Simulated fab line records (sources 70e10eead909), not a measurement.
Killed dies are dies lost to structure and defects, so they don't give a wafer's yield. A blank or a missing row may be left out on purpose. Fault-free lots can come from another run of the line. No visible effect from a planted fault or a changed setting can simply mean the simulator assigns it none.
fab line records	flow nand-harc
record: lots: 5	wafers: 15	last-day: 24
route steps=1159 shown P_STI@99 P_GATE@110 END@1159
lots untouched by any fault: they come from a run of this same line in which no faults occurred
start-h: start of the lot's first displayed wafer, in hours after the record's first day	wait-h: hours since the lot's step before	" as in the row above	L1.1+2: a row that stands for several wafers	- no value, or no start was given	* or withheld: withheld	< > ~ a bound
route shown NAME@n: names a module that has steps shown in the file, with the first one's number in the route	usual: average and standard deviation across the fault-free wafers	same: alike in all rows	chamber/n: place in a boat	sites: each site's reading	_std_site: their standard deviation	_edge_site: the outer-site mean with the inner-site mean subtracted	radius-mm: for every site, how far away it sits from the centre of the wafer	mask NAME#n: copy n	behind: the tool/chamber that last shaped the wafer	hold: what put the lot on hold/how long, in hours/how the hold closed	device: transistor that didn't switch, given as n, p or np	end of line: the same wafers' tests at the end of the route	step lacking rows: just its recipe	killed: dies lost to structure and defects at the first sort, not the wafer's yield	map: a wafer's dies, x killed, . not, _ none there
set.NAME: the setting that was run; set.NAME@STEP: the one run at that earlier step	model.NAME: the simulator's own value behind a step, which no gauge read
certain route steps with their lots: each step a table, each wafer a row
services: from which hour (start-h, from the record's first day; less than 0 if before it) a tool's chamber was out of use, for how many hours, and why
== steps ==
step: NHARC_P_STI_ANNEAL_34
recipe: temp-c: 1000	time-s: 1800
step: NHARC_P_STI_CMP_21
recipe: t-overpolish-s: 20	target-thk-nm: 380.67
usual: motor-current-A: 11.6/0.91	overpolish-run-s: 20.000/0.0097
lot.wafer	tool	chamber	start-h	wait-h	motor-current-A	overpolish-run-s
L277.3	cmp-01	0	93.81	0.4	14.0	20.015
L277.6	"	0	"	"	13.6	20.003
L277.5	"	1	"	"	11.3	20.003
L278.2	cmp-01	1	105.20	0.4	11.4	20.013
L278.4	"	0	"	"	13.3	19.998
L278.6	"	2	"	"	13.0	20.007
L283.1	cmp-02	2	136.05	0.4	12.1	20.011
L283.3	"	3	"	"	12.9	19.995
L283.6	"	1	"	"	12.0	20.001
L289.4	cmp-02	0	170.51	0.4	10.6	19.994
L289.3	"	2	"	"	12.3	19.983
L289.5	"	3	"	"	12.7	20.003
L293.1	cmp-01	2	189.41	0.4	12.5	19.983
L293.3	"	3	"	"	11.3	20.014
L293.5	"	0	"	"	13.0	20.004
step: NHARC_P_STI_SRD_35
step: NHARC_P_STI_ETCH_36
recipe: target-depth-a: 388	chemistry: dHF	material: SiO2
step: NHARC_P_STI_STRIP_24
recipe: temp-c: 160	chemistry: H3PO4	material: Si3N4
step: NHARC_P_STI_ETCH_37
recipe: target-depth-a: 110	chemistry: dHF	material: SiO2
step: NHARC_P_STI_PRECLEAN_38
recipe: time-s: *	temp-c: 50	bath-age-min: 0	chemistry: SC1
step: NHARC_P_STI_SRD_39
step: NHARC_P_STI_OXIDE_40
recipe: target-thk-a: 100	temp-c: 900	ox-time-s: 1362	material: SiO2
step: NHARC_P_STI_INSPECT_25
usual: raw-defect-count: 213/75
lot.wafer	tool	chamber	start-h	wait-h	raw-defect-count
L277.3	defect-inspect-01	-	102.24	0.4	197
L277.5	"	-	"	"	241
L277.6	"	-	"	"	157
L278.2	defect-inspect-02	-	118.15	0.4	366
L278.4	"	-	"	"	437
L278.6	"	-	"	"	304
L283.1	defect-inspect-01	-	144.44	0.4	332
L283.3	"	-	"	"	127
L283.6	"	-	"	"	341
L289.3	defect-inspect-02	-	175.63	0.4	270
L289.4	"	-	"	"	145
L289.5	"	-	"	"	234
L293.1	defect-inspect-02	-	197.90	0.4	129
L293.3	"	-	"	"	187
L293.5	"	-	"	"	147
step: NHARC_P_GATE_ETCH_69
recipe: target-depth-a: 140	chemistry: dHF	material: SiO2
step: NHARC_P_GATE_PRECLEAN_70
recipe: time-s: *	temp-c: 50	bath-age-min: 0	chemistry: SC1
usual: run-length-s: *
lot.wafer	tool	chamber	start-h	wait-h	run-length-s
L277.6	wet-bench-02	6	102.38	0.1	*
L277.3	"	1	"	"	*
L277.5	"	2	"	"	*
L278.2	wet-bench-07	6	118.29	0.1	*
L278.6	"	0	"	"	*
L278.4	"	2	"	"	*
L283.3	wet-bench-01	0	144.68	0.1	*
L283.6	"	2	"	"	*
L283.1	"	4	"	"	*
L289.4	wet-bench-01	2	175.88	0.1	*
L289.5	"	3	"	"	*
L289.3	"	4	"	"	*
L293.1	wet-bench-02	3	198.05	0.1	*
L293.3	"	6	"	"	*
L293.5	"	0	"	"	*
step: NHARC_P_GATE_SRD_01
step: NHARC_END_SORT_01
recipe: temp-c: 25
usual: killed-at-array: 25/10	killed-at-other: 0.6/0.91	killed-at-periphery: 3.6/2.9	killed-dies: 29/10	killed-open: 3.3/2	killed-short: 1.9/1.5
same: gross-dies: 677
lot.wafer	tool	chamber	start-h	wait-h	killed-at-array	killed-at-other	killed-at-periphery	killed-dies	killed-open	killed-short
L277.3	prober-02	0	485.49	3.1	9	0	3	12	2	1
L277.5	prober-02	0	487.09	3.7	16	1	7	24	2	1
L277.6	prober-02	0	487.90	4.0	13	0	4	17	4	2
L278.2	prober-02	0	492.45	2.8	25	0	2	27	3	0
L278.4	prober-02	0	494.04	3.4	23	0	3	26	3	2
L278.6	prober-02	0	495.64	4.0	27	0	1	28	3	2
L289.3	prober-01	0	541.91	3.1	24	1	4	29	2	5
L289.4	prober-01	0	542.70	3.4	15	0	1	16	1	2
L289.5	prober-01	0	543.49	3.7	13	0	2	15	2	1
killed by level:class
L277.3 A_CHANNEL_HOLE_D1:chamber-film-flake=3 A_STAIRCASE:chamber-film-flake=2 A_SGD_CUT:chamber-film-flake=2 P_CONTACT:geometric-particle:open=1 A_CHANNEL_FILL_D1:geometric-particle:short=1 A_BLC:geometric-particle:open=1 P_ZERO_WELL:chamber-film-flake=1 P_CONTACT:chamber-film-flake=1
L277.5 A_CHANNEL_HOLE_D1:chamber-film-flake=8 P_CONTACT:chamber-film-flake=4 A_STAIRCASE:chamber-film-flake=4 P_STI:chamber-film-flake=2 A_SGD_CUT:chamber-film-flake=2 P_CONTACT:geometric-particle:open=1 A_CHANNEL_FILL_D1:geometric-particle:short=1 A_CONTACT:geometric-particle:open=1
L277.6 A_CHANNEL_HOLE_D1:chamber-film-flake=3 A_CONTACT:geometric-particle:open=2 P_GATE:chamber-film-flake=2 A_SGD_CUT:chamber-film-flake=2 P_CONTACT:geometric-particle:open=1 A_ONON_D1:geometric-particle:short=1 A_CHANNEL_HOLE_D1:geometric-particle:short=1 A_SGD_CUT:geometric-particle:open=1
L278.2 A_SLIT:chamber-film-flake=13 A_CONTACT:chamber-film-flake=6 A_CHANNEL_HOLE_D1:chamber-film-flake=3 P_CONTACT:geometric-particle:open=1 A_SOURCE_PLATE:geometric-particle:open=1 A_WL_FILL:geometric-particle:open=1 P_CONTACT:chamber-film-flake=1 A_STAIRCASE:chamber-film-flake=1
L278.4 A_SLIT:chamber-film-flake=14 A_CHANNEL_HOLE_D1:chamber-film-flake=2 A_STAIRCASE:chamber-film-flake=2 A_CONTACT:chamber-film-flake=2 P_STI:geometric-particle:open=1 P_M1:geometric-particle:short=1 A_SOURCE_PLATE:geometric-particle:open=1 A_WL_FILL:geometric-particle:short=1
L278.6 A_SLIT:chamber-film-flake=12 A_CONTACT:chamber-film-flake=6 A_CHANNEL_HOLE_D1:chamber-film-flake=3 A_STAIRCASE:chamber-film-flake=2 P_M1:geometric-particle:short=1 A_WL_FILL:geometric-particle:open=1 A_CONTACT:geometric-particle:open=1 A_M0:geometric-particle:open=1
L289.3 A_CHANNEL_HOLE_D1:chamber-film-flake=9 A_STAIRCASE:chamber-film-flake=4 A_CONTACT:chamber-film-flake=3 A_BLC:chamber-film-flake=3 P_GATE:chamber-film-flake=2 P_CONTACT:geometric-particle:open=1 P_M0:geometric-particle:short=1 A_ONON_D1:geometric-particle:short=1
L289.4 A_CHANNEL_HOLE_D1:chamber-film-flake=5 A_BONDPAD:chamber-film-flake=3 A_CONTACT:chamber-film-flake=2 A_CHANNEL_HOLE_D1:geometric-particle:short=1 A_CONTACT:geometric-particle:open=1 A_CONTACT:geometric-particle:short=1 P_GATE:chamber-film-flake=1 A_CHANNEL_FILL_D1:chamber-film-flake=1
L289.5 A_CONTACT:chamber-film-flake=5 P_GATE:chamber-film-flake=2 A_CHANNEL_HOLE_D1:chamber-film-flake=2 A_WL_FILL:chamber-film-flake=2 A_SGD_CUT:geometric-particle:short=1 A_CONTACT:geometric-particle:open=1 A_M0:geometric-particle:open=1 A_STAIRCASE:chamber-film-flake=1
== services ==
tool	chamber	start-h	hours	kind
cmp-01	-	81.50	4.0	pm
cmp-01	-	85.50	-	consumable-replace:conditioner
cmp-01	-	85.50	-	consumable-replace:pad
wet-bench-07	-	96.00	8.0	pm
cmp-02	-	109.82	1.4	repair
cmp-02	-	115.92	2.5	repair
cmp-01	-	118.77	1.9	repair
cmp-02	-	128.50	4.0	pm
cmp-02	-	132.50	-	consumable-replace:conditioner
cmp-02	-	132.50	-	consumable-replace:pad
cmp-01	-	135.46	0.5	repair
cmp-02	-	150.27	0.6	repair
cmp-02	-	155.87	0.5	repair
cmp-01	-	179.50	4.0	pm
wet-bench-02	-	180.19	8.0	pm
cmp-01	-	183.50	-	consumable-replace:conditioner
cmp-01	-	183.50	-	consumable-replace:pad
cmp-02	-	185.17	0.9	repair
wet-bench-02	0	188.19	-	consumable-replace:bath
wet-bench-02	0	188.19	-	consumable-replace:filter
wet-bench-02	1	188.19	-	consumable-replace:bath
wet-bench-02	1	188.19	-	consumable-replace:filter
wet-bench-02	2	188.19	-	consumable-replace:bath
cmp-02	-	188.79	0.2	repair
== key ==
first-sign: step: NHARC_P_GATE_PRECLEAN_70	reading: run-length-s	direction: down	sigmas: 26	usual: *	struck: *
effect none on later readings
met-at NHARC_P_GATE_PRECLEAN_70
struck-wafers L293.3
tester-left-out L293
onset-between 102.38 198.05
fault: kind: process-parameter-drift	tool: wet-bench-02	chamber: 6	onset-h: 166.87	steps: NHARC_P_GATE_PRECLEAN_70	channel: time-s	offset: *	shape: step	end-h: 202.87	acts-in: *	stated: *
tester-left-out: of these lots the tester's yield and bins aren't shown, on N5 and GAA mostly nor the transistor test; their killed dies are dies lost to structure and defects alone, not to doping, threshold or leakage, so they don't give the yield
